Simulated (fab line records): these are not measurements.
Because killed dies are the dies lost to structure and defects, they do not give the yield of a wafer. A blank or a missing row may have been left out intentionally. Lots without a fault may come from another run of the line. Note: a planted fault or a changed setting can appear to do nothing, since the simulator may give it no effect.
Comparing a struck lot with a sound one + flow n5Finfet + 25 steps out of a route of 1938
Sound: these wafers, L839.2, L839.4, L839.6. Wafers struck: L848.1, L848.3, L848.6. Last of all comes the cause.
Order at every step that has rows: each side's tool, ch and its chambers, its first start. Under that, the readings that differ: sound wafers + struck wafers + difference of the means + sigmas: that difference in standard deviations of wafers without a fault.
alike: words and numbers the same on both sides, and readings whose means are apart by under 2 such deviations; not compared: readings that were withheld, readings missing a value for some wafer, numbers with overlapping values and no deviation given by the record, and bounds like >300 which may hide the same value.
The two part at a step that has a row with sigmas, a row that says differs or no value, or rows on one side only. When numbers do not overlap yet have no deviation, they are printed without sigmas and do not part them. Lack of a reading on every wafer of one side parts them only where that side has two or more wafers.

first, 3 steps without rows for these wafers: N5_WELL_APT_IMPLANT_31; N5_WELL_APT_IMPLANT_32; N5_WELL_APT_STRIP_33 (strips in SPM, time 900 s).
N5_WELL_APT_RTA_34: time 10 s.
  sound on rtpAnneal-01 ch 0, day 1 16:24; struck on rtpAnneal-01 ch 0, day 3 21:56
  alike: lampPowerPct, lamp_zone_6_pct, wafer_temp_C_max
then, 4 steps without rows for these wafers: N5_WELL_APT_OXIDE_STRIP_42 (strips SiO2 in dHF, time 45 s, target depth 12 nm); N5_WELL_APT_PRECLEAN_36 (cleans in O3/DIW, time 45 s); N5_WELL_APT_PRECLEAN_39 (cleans in dHF, time 60 s); N5_WELL_APT_SRD_37 (time 30 s).
N5_WELL_APT_EPI_41: deposits Si from SiH4/H2, target thk 50 nm, time 297.7 s.
  sound on epiRpcvd-01 ch 0, day 1 16:44; struck on epiRpcvd-02 ch 0, day 3 22:10
| reading              | sound          | struck         | difference | sigmas |
|----------------------|----------------|----------------|------------|--------|
| throttleValvePct (%) | 11.3 11.1 11.2 | 11.9 12.1 12.1 | +0.8       | +2     |
N5_WELL_APT_INSPECT_38: inspects for defects (darkfield).
  struck on defectInspect-02, day 3 23:01; sound on defectInspect-02, day 1 17:16
  alike: rawDefectCount
N5_PMOS_HMC_CHANNEL_EPI_HM_DEP_34: deposits SiO2 from TEOS/O2, target thk 36 nm, time 6.9 s.
  sound on pecvd-01 ch 0,1,2, day 1 17:19; struck on pecvd-01 ch 0,1, day 3 23:04
  alike: heaterPowerOuterW, heaterPowerW, rfFwdPowerW, showerheadPlenumPTorr, throttleValvePct
then, 1 step without rows for these wafers: N5_PMOS_HMC_CHANNEL_EPI_COAT_31 (time 60 s, resist thk 66 nm).
N5_PMOS_HMC_CHANNEL_EPI_COAT_03: resist thk 205 nm.
  sound on lithoTrack-01 ch 0, day 1 17:22; struck on lithoTrack-01 ch 0, day 3 23:07
| reading                                                        | sound                | struck               | difference | sigmas |
|----------------------------------------------------------------|----------------------|----------------------|------------|--------|
| spinSpeedRpm (rpm)                                             | 1499.5 1499.9 1500.4 | 1458.9 1459.8 1458.3 | -40.9      | -48    |
| model.CAR-ArF-block_of_PMOS_HMC_CHANNEL_EPI_COAT_03.thkNm (nm) | 205.1 205.5 205      | 207.4 207.3 207.4    | +2.2       |        |
then, 5 steps without rows for these wafers: N5_PMOS_HMC_CHANNEL_EPI_EBR_05; N5_PMOS_HMC_CHANNEL_EPI_SOFTBAKE_04 (time 60 s); N5_PMOS_HMC_CHANNEL_EPI_EXPOSE_06 (exposes mask PMOS HMC BLK, target cd 240 nm); N5_PMOS_HMC_CHANNEL_EPI_PEB_07 (peb time 60 s); N5_PMOS_HMC_CHANNEL_EPI_DEVELOP_08 (develop time 30 s).
N5_PMOS_HMC_CHANNEL_EPI_CD_MEAS_09: target cd 237.4 nm.
  sound on cdSem-03 ch 0, day 1 17:43; struck on cdSem-01 ch 0, day 3 23:20
  alike: cdNm
N5_PMOS_HMC_CHANNEL_EPI_OVL_MEAS_10:
  sound on overlay-02 ch 0, day 1 17:45; struck on overlay-01 ch 0, day 3 23:22
  alike: PMOS_HMC_BLK_OVL
N5_PMOS_HMC_CHANNEL_EPI_INSPECT_11: inspects for defects (macro).
  struck on defectInspect-01, day 3 23:23; sound on defectInspect-01, day 1 17:46
  alike: rawDefectCount
N5_PMOS_HMC_CHANNEL_EPI_DESCUM_14: chemistry O2, time 7.9 s.
  sound on rieDiel-04 ch 0,1,2, day 1 18:05; struck on rieDiel-02 ch 0,3, day 3 23:26
| reading                                                        | sound           | struck            | difference | sigmas |
|----------------------------------------------------------------|-----------------|-------------------|------------|--------|
| model.CAR-ArF-block_of_PMOS_HMC_CHANNEL_EPI_COAT_03.thkNm (nm) | 198.5 199 198.5 | 200.8 200.7 200.8 | +2.1       |        |
  alike: drypumpMotorCurrentA, oesProductAu, rfFwdPowerW, rfVppV, showerheadPlenumPTorr, throttleValvePct
  not compared: rfHoursCounterH
N5_PMOS_HMC_CHANNEL_EPI_ETCH_32: etches BARC in N2/H2, stops on SiO2, target depth 85.8 nm, time 50.3 s.
  sound on rieDiel-04 ch 0,1,2, day 1 18:07; struck on rieDiel-02 ch 0,3, day 3 23:28
  alike: drypumpMotorCurrentA, oesProductAu, rfFwdPowerW, rfVppV, showerheadPlenumPTorr, throttleValvePct
  not compared: rfHoursCounterH
-- a jump in the record: the struck wafers' starts before and after are 7 days apart (it breaks off in module PMOS_HMC_CHANNEL_EPI and resumes in module BEOL_M4, where the first step shown is number 1111 of the route) --
N5_BEOL_M4_RC_MEAS_101:
  sound on prober-01 ch 0, day 8 15:38; struck on prober-01 ch 0, day 10 14:25
  alike: DIBL_N, DIBL_P, IOFF_N, IOFF_P, ION_N, ION_P, SS_N, SS_P, VT_N, VT_P
-- record jumps: 5 days separate the struck wafers' starts on either side; left off in module BEOL_M4, taken up again in module PASSIVATION, whose first shown step is the route's number 1936 --
N5_PASSIVATION_PROBE_49:
  struck on prober-01, day 15 06:52; sound on prober-01, day 13 06:28
  alike: defectLimitedYield, killed_at_M0_to_M3, killed_at_M4_up, killedAtContacts, killedAtFrontEnd, killedAtOther, killedDies, killedOpen, killedShort, sort_bin_5_function, sort_bin_6_memory, sort_bin_8_speed, sortNPass, sortYieldPct

WHERE THEY PART
At N5_WELL_APT_EPI_41 first; at N5_PMOS_HMC_CHANNEL_EPI_COAT_03 last (within this record only). Later steps at which nothing parts them and some readings are alike: N5_PMOS_HMC_CHANNEL_EPI_CD_MEAS_09, N5_PMOS_HMC_CHANNEL_EPI_OVL_MEAS_10, N5_PMOS_HMC_CHANNEL_EPI_INSPECT_11, N5_PMOS_HMC_CHANNEL_EPI_DESCUM_14, N5_PMOS_HMC_CHANNEL_EPI_ETCH_32, N5_BEOL_M4_RC_MEAS_101, N5_PASSIVATION_PROBE_49.

WHY: the cause the simulator had injected
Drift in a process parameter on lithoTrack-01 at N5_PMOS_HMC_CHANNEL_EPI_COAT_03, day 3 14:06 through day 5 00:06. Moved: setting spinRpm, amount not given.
